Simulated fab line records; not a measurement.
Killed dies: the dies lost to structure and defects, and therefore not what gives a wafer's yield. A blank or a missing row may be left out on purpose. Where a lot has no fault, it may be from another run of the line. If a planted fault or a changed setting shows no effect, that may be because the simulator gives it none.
Which tool did it?	flow nand harc	14 lots with 42 wafers sampled at 3 steps, on a route of 1302 steps

## WHAT THE GAUGES READ, wafer by wafer
NHARC_P_M2_CD_MEAS_16.
lot	measured	on	cd nm (nm)
L227	day 6 16:46	cd sem-01	168.5 170.0 169.2
L228	day 7 00:05	cd sem-01	171.6 171.4 170.2
L229	day 7 05:34	cd sem-01	170.5 169.5 170.1
L231	day 8 01:55	cd sem-02	171.7 171.2 172.0
L234	day 9 06:33	cd sem-01	171.3 171.3 169.5
L235	day 9 19:48	cd sem-01	171.7 169.6 170.4
L238	day 11 09:31	cd sem-01	- - -
L240	day 11 17:38	cd sem-02	- - -
L243	day 13 03:53	cd sem-03	170.0 171.1 170.9
L245	day 13 19:23	cd sem-02	170.9 169.6 170.2
L246	day 14 07:14	cd sem-03	168.8 169.3 169.9
L247	day 14 14:55	cd sem-01	170.0 170.0 168.7
L248	day 15 06:11	cd sem-03	169.5 169.4 168.5
L249	day 15 14:51	cd sem-01	170.3 170.6 169.5

## WHAT TOOL EACH LOT RAN ON (gives the tool, then ch and the chambers of the sampled wafers, and finally the start)
lot	NHARC_P_M1_ETCH_28	NHARC_P_M2_DEVELOP_08
L227	rie diel-10 ch 0,1,3, day 6 16:00 or earlier	litho track-04 ch 0, day 6 16:00
L228	rie diel-10 ch 1,2, day 6 23:00 or earlier	litho track-01 ch 0, day 6 23:00
L229	rie diel-04 ch 1,3, day 7 04:00 or earlier	litho track-06 ch 0, day 7 04:00
L231	rie diel-10 ch 1,3, day 8 01:00 or earlier	litho track-01 ch 0, day 8 01:00
L234	rie diel-03 ch 0,2,3, day 9 05:00 or earlier	litho track-01 ch 0, day 9 05:00
L235	rie diel-04 ch 0,2, day 9 19:00 or earlier	litho track-04 ch 0, day 9 19:00
L238	rie diel-03 ch 0,1,3, day 11 08:00 or earlier	litho track-04, day 11 08:00
L240	rie diel-03 ch 0,1, day 11 17:00 or earlier	litho track-01, day 11 17:00
L243	rie diel-10 ch 1,2,3, day 13 03:00 or earlier	litho track-04 ch 0, day 13 03:00
L245	rie diel-03 ch 0,1,3, day 13 18:00 or earlier	litho track-01 ch 0, day 13 18:00
L246	rie diel-10 ch 1,2,3, day 14 06:00 or earlier	litho track-04 ch 0, day 14 06:00
L247	rie diel-10 ch 1,3, day 14 14:00 or earlier	litho track-04 ch 0, day 14 14:00
L248	rie diel-10 ch 1,2,3, day 15 05:00 or earlier	litho track-04 ch 0, day 15 05:00
L249	rie diel-04 ch 0,1, day 15 14:00 or earlier	litho track-04 ch 0, day 15 14:00
- NHARC_P_M1_ETCH_28: etches the open film in CF4/N2, target depth 30 nm, time 72.99 s.
- NHARC_P_M2_DEVELOP_08: develop time 35 s.

## WHAT THE TOOLS THEMSELVES READ (means of the sampled wafers that have a number; where no wafer has one, the mark that the record gives instead)
NHARC_P_M1_ETCH_28.
lot	tool	drypump motor current A (A)	oes product au (a.u.)	rf vpp V (V)	showerhead plenum p Torr (Torr)	throttle valve pct (%)
L227	rie diel-10	5.8	0.998	313.8	2.58	19.802
L228	rie diel-10	5.4	0.999	316.5	2.74	19.788
L229	rie diel-04	5.7	1.007	313.6	2.57	19.792
L231	rie diel-10	6.2	1.006	312.8	2.56	19.790
L234	rie diel-03	5.9	0.998	312.5	2.51	19.793
L235	rie diel-04	5.4	1.010	314.7	2.65	19.803
L238	rie diel-03	5.8	1.000	312.4	2.56	19.802
L240	rie diel-03	6.0	1.012	312.6	2.53	19.788
L243	rie diel-10	5.8	1.004	314.2	2.65	19.779
L245	rie diel-03	5.8	1.017	312.8	2.55	19.805
L246	rie diel-10	5.8	0.994	314.3	2.65	19.786
L247	rie diel-10	6.3	0.994	313.3	2.55	19.794
L248	rie diel-10	5.8	1.009	314.1	2.65	19.804
L249	rie diel-04	5.4	1.010	316.0	2.68	19.801

NHARC_P_M2_DEVELOP_08.
lot	tool	chill plate temp C (C)	developer temp C (C)
L227	litho track-04	23.06	22.94
L228	litho track-01	23.13	23.04
L229	litho track-06	23.12	22.97
L231	litho track-01	22.94	22.96
L234	litho track-01	23.03	23.06
L235	litho track-04	22.90	23.04
L238	litho track-04	-	-
L240	litho track-01	-	-
L243	litho track-04	23.04	23.02
L245	litho track-01	22.84	22.94
L246	litho track-04	22.95	22.85
L247	litho track-04	22.93	23.04
L248	litho track-04	22.99	22.99
L249	litho track-04	22.82	23.12

## THE ANSWER, worked out from the rows above alone
Rule: usual is defined by the lots themselves. Put in order of their means at a reading, lots are off if they are a third of the lots or fewer, leave a main group of 4 or more, and stand apart from it by a gap of 3 or more times the standard deviation of the main group's means; of several such gaps the widest counts. Not used: any main group whose means are identical at the precision the tables above print for the reading. A lot without any number at a reading at which 4 lots or more have one is off too. The other lots that the step has rows for count as sound. The gauges are gone through in route order, then the tools' own readings, and for those a lot's mean is taken as printed above. The first step at which some lot is off is used, and at that step the reading that is off furthest; a lot without a number counts as furthest.
Off at NHARC_P_M2_CD_MEAS_16 (cd nm): L238, L240. Without a number there: L238, L240. Main group: mean 170.2 nm, sd 0.75.
A tool fits if, at a process step before that reading, it ran every lot that is off, and no sound lot after the first of them. The gauges at NHARC_P_M2_CD_MEAS_16 aren't tried: what is off there is off at NHARC_P_M2_DEVELOP_08 too, on other tools, and a gauge's error can't cause that. NHARC_P_M1_ETCH_28: start missing for some lots; hours and lot order therefore follow NHARC_P_M2_DEVELOP_08. No candidate that was tried fits.

## WHAT WAS PUT IN BY THE SIMULATOR
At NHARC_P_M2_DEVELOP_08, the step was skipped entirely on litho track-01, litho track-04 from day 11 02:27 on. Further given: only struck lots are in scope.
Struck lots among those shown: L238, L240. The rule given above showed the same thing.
